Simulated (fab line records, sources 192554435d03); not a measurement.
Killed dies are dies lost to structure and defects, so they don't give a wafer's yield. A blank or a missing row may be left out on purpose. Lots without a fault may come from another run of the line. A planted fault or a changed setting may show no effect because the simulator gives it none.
A struck lot beside a sound one | flow n5_finfet | 20 steps out of a route of 1938
Sound: wafers L267.1, L267.2, L267.6. Struck: wafers L270.1, L270.4, L270.5. The cause comes at the end.
At each step with rows: each side's tool, then ch and its chambers, then its first start. Under that, the readings that differ: sound wafers | struck wafers | difference of the means | sigmas: that difference in standard deviations of wafers without a fault.
alike: readings whose means differ by less than 2 such deviations, and words and numbers that are the same on both sides. not compared: withheld readings, readings that some wafer has no value for, bounds like >300 that may hide the same value, and numbers for which the record gives no deviation and whose values overlap.
The two part at a step that has a row with sigmas, a row that says differs or no value, or rows on one side only. Numbers that don't overlap but have no deviation are shown without sigmas and don't part them. A reading that every wafer of one side lacks parts them only if that side has two wafers or more.

first, 9 steps without rows for these wafers: N5_MOL_CONTACT_COAG_COAT_34 (resist thk 40 nm); N5_MOL_CONTACT_COAG_EBR_36; N5_MOL_CONTACT_COAG_SOFTBAKE_35 (time 60 s); N5_MOL_CONTACT_COAG_EXPOSE_37 (exposes mask VD, defocus 0 nm); N5_MOL_CONTACT_COAG_PEB_38 (peb time 60 s); N5_MOL_CONTACT_COAG_DEVELOP_39 (develop time 30 s); N5_MOL_CONTACT_COAG_DESCUM_45 (chemistry O2, time 7 s); N5_MOL_CONTACT_COAG_ETCH_65 (etches underlayer in N2/H2, target depth 13 nm, time 10.4 s); N5_MOL_CONTACT_COAG_ETCH_66 (etches SiARC in CF4, target depth 13 nm, time 21.7 s).
N5_MOL_CONTACT_COAG_ALD_133: deposits SiO2, target thk 5 nm, pulse time 1 s, co reactant pulse time 1 s.
  sound on ald_sin-04 ch 1,2,3, day 5 20:08; struck on ald_sin-02 ch 0,2, day 6 12:31
  no value came back on the struck wafers for ald_cycles, chamber_pressure_Torr (Torr), heater_power_w (W), precursor_pulse_height_rel; on the sound wafers ald_cycles reads 35 35 35
then, 6 steps without rows for these wafers: N5_MOL_CONTACT_COAG_ETCHBACK_134 (etches SiO2 in CHF3, target depth 10 nm, time 6.7 s); N5_MOL_CONTACT_COAG_ETCH_67 (etches SOC in N2/H2, target depth 60 nm, overetch 21 nm, time 101.2 s); N5_MOL_CONTACT_COAG_STRIP_68 (strips in N2/H2); N5_MOL_CONTACT_COAG_STRIP_69 (strips in N2/H2); N5_MOL_CONTACT_COAG_ETCHBACK_136 (etches SiO2 in CHF3, target depth 25 nm, time 16.7 s); N5_MOL_CONTACT_COAG_STRIP_120 (strips in CHF3).
N5_MOL_CONTACT_COAG_VIA_ETCH_117: etches SiO2 in C4F6/O2, target depth 40 nm, overetch 8 nm, time 26 s.
  sound on rie_diel-05 ch 0,1,2, day 5 20:36; struck on rie_diel-05 ch 1,2, day 6 12:50
  reading                                      | sound             | struck            | difference | sigmas
  model.MOL_CONTACT_COAG.feature_depth_nm (nm) | 40 40.4 39.8      | 43.4 43.2 45      | +3.8       |
  model.etch.depth_nm (nm)                     | 40.04 40.35 39.83 | 42.98 42.94 44.88 | +3.53      |
  alike: drypump_motor_current_A, oes_product_au, rf_vpp_V, showerhead_plenum_p_Torr, throttle_valve_pct
  not compared: rf_hours_counter_h
then, 1 step without rows for these wafers: N5_MOL_CONTACT_COAG_ETCH_124 (etches SiNx in CH3F/O2, stops on SiOC, target depth 6.5 nm).
N5_BEOL_M4_RC_MEAS_101:
  the record has rows for the sound wafers here (prober-02 ch 0, day 8 11:33) and none for the struck ones
-- the record jumps here: 7 days lie between the struck wafers' starts before and after (it left off in module BEOL_M4 and takes up again in module PASSIVATION, whose first step shown is number 1936 of the route) --
N5_PASSIVATION_PROBE_49:
  sound on prober-01, day 13 15:24; struck on prober-02, day 13 19:19
  reading                  | sound          | struck         | difference | sigmas
  defect_limited_yield (%) | 89.4 92.2 90.1 | 17.6 17.5 18.4 | -72.7      | -52
  killed_at_M0_to_M3       | 46 30 37       | 8 21 13        | -24        | -2
  killed_at_contacts       | 13 18 28       | 883 897 894    | +872       | +99 or more
  killed_dies              | 125 92 117     | 972 973 963    | +858       | +54
  killed_on_rim            | 12 18 19       | 151 147 149    | +133       | +33
  sort_bin_5_function (%)  | 6.7 4.2 6.2    | 78.6 78.3 79.3 | +73.0      | +82
  sort_n_pass              | 1055 1087 1063 | 208 207 217    | -858       | -31
  sort_yield_pct (%)       | 89.4 92.1 90.1 | 17.6 17.5 18.4 | -72.7      | -30
  alike: killed_at_M4_up, killed_at_front_end, killed_at_other, killed_open, killed_short, sort_bin_4_leakage, sort_bin_6_memory

WHERE THEY PART
First at N5_MOL_CONTACT_COAG_ALD_133; last, within this record, at N5_PASSIVATION_PROBE_49.

WHY: what the simulator had put in
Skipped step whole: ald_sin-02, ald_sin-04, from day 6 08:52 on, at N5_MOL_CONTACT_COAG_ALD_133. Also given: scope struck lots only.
